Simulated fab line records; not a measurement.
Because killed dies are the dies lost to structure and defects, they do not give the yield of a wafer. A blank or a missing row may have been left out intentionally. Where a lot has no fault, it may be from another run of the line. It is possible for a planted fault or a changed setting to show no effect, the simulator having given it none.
Which tool was responsible? + flow nand-harc + 12 lots, 36 wafers sampled, at 4 steps of a route of 1302

== WHAT EACH GAUGE READ, for each wafer ==
NHARC_P_GATE_INSPECT_68.
| lot  | measured     | on                | raw-defect-count |
|------|--------------|-------------------|------------------|
| L075 | day 6 01:35  | defect-inspect-01 | 134 167 110      |
| L077 | day 7 05:22  | defect-inspect-01 | 254 243 234      |
| L079 | day 7 18:53  | defect-inspect-01 | 236 377 219      |
| L081 | day 9 03:48  | defect-inspect-01 | 176 240 153      |
| L083 | day 9 17:41  | defect-inspect-02 | 123 103 124      |
| L085 | day 10 13:46 | defect-inspect-01 | 130 135 117      |
| L086 | day 11 01:32 | defect-inspect-02 | 172 163 114      |
| L088 | day 11 18:53 | defect-inspect-01 | 283 368 293      |
| L091 | day 12 16:59 | defect-inspect-01 | 201 167 155      |
| L093 | day 13 14:20 | defect-inspect-02 | 182 235 196      |
| L095 | day 14 19:17 | defect-inspect-02 | 92 146 157       |
| L097 | day 15 06:08 | defect-inspect-02 | 231 227 359      |

== WHAT TOOL EACH LOT RAN ON (gives the tool, then ch and the chambers of the sampled wafers, and finally the start) ==
| lot  | NHARC_P_GATE_DESCUM_31             | NHARC_P_GATE_DESCUM_48             | NHARC_P_GATE_STRIP_95                |
|------|------------------------------------|------------------------------------|--------------------------------------|
| L075 | rie-diel-09 ch 2,3, day 5 07:14    | rie-diel-06 ch 0,1, day 5 19:13    | plasma-asher-02 ch 0,1, day 5 23:47  |
| L077 | rie-diel-09 ch 2,3, day 6 11:07    | rie-diel-09 ch 2,3, day 6 22:52    | plasma-asher-02 ch 0,1, day 7 03:32  |
| L079 | rie-diel-09 ch 0,1,2, day 6 22:20  | rie-diel-10 ch 0,1,2, day 7 12:20  | plasma-asher-01 ch 0,1, day 7 17:02  |
| L081 | rie-diel-10 ch 0,3, day 8 09:43    | rie-diel-10 ch 0,2,3, day 8 21:32  | plasma-asher-01 ch 0,1, day 9 01:58  |
| L083 | rie-diel-09 ch 1,2,3, day 8 23:26  | rie-diel-10 ch 0,3, day 9 11:24    | plasma-asher-01 ch 1, day 9 15:53    |
| L085 | rie-diel-09 ch 1,2, day 9 17:26    | rie-diel-10 ch 0,1, day 10 07:39   | plasma-asher-02 ch 0,1, day 10 11:57 |
| L086 | rie-diel-06 ch 0,1,3, day 10 07:09 | rie-diel-10 ch 1,2, day 10 19:08   | plasma-asher-02 ch 0,1, day 10 23:40 |
| L088 | rie-diel-10 ch 0,1,3, day 11 00:08 | rie-diel-10 ch 1,2,3, day 11 12:09 | plasma-asher-01 ch 0,1, day 11 16:47 |
| L091 | rie-diel-06 ch 0,1,2, day 11 22:47 | rie-diel-10 ch 1,2, day 12 10:44   | plasma-asher-01 ch 1, day 12 15:10   |
| L093 | rie-diel-10 ch 1,2,3, day 12 19:59 | rie-diel-10 ch 2,3, day 13 07:55   | plasma-asher-01 ch 0, day 13 12:31   |
| L095 | rie-diel-10 ch 2,3, day 14 00:44   | rie-diel-06 ch 0,2,3, day 14 12:56 | plasma-asher-01 ch 0,1, day 14 17:29 |
| L097 | rie-diel-06 ch 0,1,3, day 14 11:29 | rie-diel-09 ch 0,3, day 14 23:26   | plasma-asher-02 ch 0,1, day 15 03:58 |
- NHARC_P_GATE_DESCUM_31: chemistry O2, time 3 s.
- NHARC_P_GATE_DESCUM_48: chemistry O2, time 3 s.
- NHARC_P_GATE_STRIP_95: strips in O2.

== THE ANSWER, worked out from the rows above alone ==
Rule: the lots themselves supply what counts as usual. The widest of any qualifying gaps counts: lots, ordered by their means at a reading, are off when they make up no more than a third of the lots, leave a main group of 4 or more, and stand apart from it by 3 or more times the standard deviation of that group's means. A main group whose means are all the same, to the digits that the tables above print for the reading, isn't used. A lot without any number at a reading at which 4 lots or more have one is off too. All remaining lots with rows at the step are treated as sound.
None of the lots is off at any reading shown; this tells nothing.

== WHAT THE SIMULATOR PUT IN ==
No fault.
